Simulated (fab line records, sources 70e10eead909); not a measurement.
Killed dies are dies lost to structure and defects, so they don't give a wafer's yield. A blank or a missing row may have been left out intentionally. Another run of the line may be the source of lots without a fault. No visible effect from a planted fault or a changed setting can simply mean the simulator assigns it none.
Problem report in the 8D (eight disciplines) form, filled by code | flow nand-harc | the parts of the form that need people (team, actions taken, sign-off) are left out

## 1. PROBLEM STATEMENT
Wafers without a fault read 50.00 sccm, standard deviation 0.15; mfc-cl2-sccm at NHARC_P_GATE_ETCH_32 reads a mean of 40.27 sccm on 2 wafers belonging to 2 lots. Measured from the usual mean, that is -65 standard deviations.
The step: etches the open film in HBr/Cl2, target depth 150 nm, time 100.1 s.
Seen first at day 9 12:19 on rie-si-01, wafer L810.3. At this step, 18 wafers from 6 lots have a number in the record. By rule, "out" or "out of limits" means more than 4 standard deviations away from the usual mean. The other wafers with a number count as sound.

## 2. WHAT IT IS AND WHAT IT IS NOT
question                    | is                               | is not
which readings at this step | mfc-cl2-sccm, throttle-valve-pct | bias-w, chamber-pressure-mTorr, drypump-motor-current-A, oes-product-au
which lots                  | L810, L812                       | L800, L802, L817, L822
which wafers of those lots  | L810.3, L812.4                   | L810.1, L810.2, L812.1, L812.5
read on which tools         | rie-si-01                        | rie-si-04
when                        | from day 9 12:19                 | up to then (8 sound wafers); but 8 sound wafers of L812, L817, L822 came after

## 3. SUSPECTS, AND WHAT RULES EACH OUT
Counting: if a tool at a process step up to the reading ran every lot that is out, it stays a suspect. Sound lots after the first of them don't rule it out here, since some wafers of a struck lot are sound.
- rie-si-01 at NHARC_P_GATE_ETCH_32 (etches the open film in HBr/Cl2, target depth 150 nm, time 100.1 s): kept. Ran every lot that is out, first one L810 (day 9 12:19); last sound lot up to then L802 (day 5 21:18). Out on those wafers are its own readings of mfc-cl2-sccm, throttle-valve-pct.
- Within rie-si-01 at NHARC_P_GATE_ETCH_32: the wafers that are out ran in chamber 1; their sound lot-mates ran in chambers 0, 2, 3.
After counting, what remains is rie-si-01 at NHARC_P_GATE_ETCH_32.

## 4. THE CAUSE (what the simulator had put in)
rie-si-01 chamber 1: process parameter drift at NHARC_P_GATE_ETCH_32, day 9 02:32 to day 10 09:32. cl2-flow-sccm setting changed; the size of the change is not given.
Counting left only this tool.

## 5. THE CHAIN OF EFFECTS, in route order
One row per reading whose mean, taken over the struck wafers that have a number, lies over 3 standard deviations from the usual. Only readings whose record carries a usual standard deviation are examined. hours: median over the lots of the time between each lot's start at the first step of this table that gives one and its start at this step. sigmas: the change, counted in usual standard deviations.
hours | step                 | reading            | usual      | on struck wafers | change | sigmas
0     | NHARC_P_GATE_ETCH_32 | mfc-cl2-sccm       | 50.00 sccm | 40.27            | -9.73  | -65
0     | NHARC_P_GATE_ETCH_32 | throttle-valve-pct | 26.406 %   | 25.813           | -0.593 | -62
Its process steps:
- NHARC_P_GATE_ETCH_32: etches the open film in HBr/Cl2, target depth 150 nm, time 100.1 s.
Later measuring or inspecting steps at which every struck wafer that the step has a row for has a number for every such reading, and none has moved that far: NHARC_END_SORT_01.

## 6. WHAT WOULD HAVE CAUGHT IT SOONER
First out-of-limits reading in this record: day 9 12:19, which is 10 hours after fault onset at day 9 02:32.
